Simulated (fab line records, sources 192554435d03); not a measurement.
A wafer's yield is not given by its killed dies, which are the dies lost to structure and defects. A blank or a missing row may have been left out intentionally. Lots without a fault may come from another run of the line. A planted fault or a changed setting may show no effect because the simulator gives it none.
Matching of chambers | flow n5-finfet | 4 sister chambers for N5_BEOL_M3_STRIP_66 on rie-diel-06
The step strips in CF4. 8 wafers are shown with their chamber, then 7 later ones without.

WAFERS, EACH WITH ITS CHAMBER
wafer  | chamber | showerhead-plenum-p-Torr (Torr) | drypump-motor-current-A (A)
L077.5 | 0       | 1.86                            | 5.91
L078.2 | 0       | 1.86                            | 5.88
L083.5 | 1       | 1.72                            | 6.27
L085.3 | 3       | 1.91                            | 5.41
L085.5 | 2       | 1.73                            | 5.99
L085.6 | 1       | 1.71                            | 6.22
L089.1 | 3       | 1.90                            | 5.41
L089.3 | 2       | 1.73                            | 6.03

WAFERS MISSING THEIR CHAMBER
wafer  | showerhead-plenum-p-Torr (Torr) | drypump-motor-current-A (A)
L089.5 | 1.90                            | 5.39
L090.1 | 1.73                            | 6.02
L090.2 | 1.71                            | 6.27
L090.4 | 1.86                            | 5.91
L091.1 | 1.73                            | 6.00
L091.3 | 1.86                            | 5.89
L091.6 | 1.73                            | 5.99

THE CHAMBER EACH PASSED THROUGH
wafer  | from the rows above | in truth
L089.5 | 3                   | 3
L090.1 | 2                   | 2
L090.2 | 1                   | 1
L090.4 | 0                   | 0
L091.1 | 2                   | 2
L091.3 | 0                   | 0
L091.6 | 2                   | 2
Correct placement for 7 of the 7. From these rows, 0 cannot be placed. Wrongly placed: 0.
How it was worked out, from the rows above alone: a wafer's distance from a chamber is the root of the sum, over the readings, of the square of ((its reading less the chamber's mean) divided by the reading's scatter). The wafer belongs to the nearest chamber; if the next one is less than 2 further off, it can't be placed. The mean given for a chamber averages the wafers shown for that chamber. How the scatter is found: for the shown wafers, subtract from each reading the mean of its chamber, square and add these, divide the total by (wafers less chambers), then take the root.
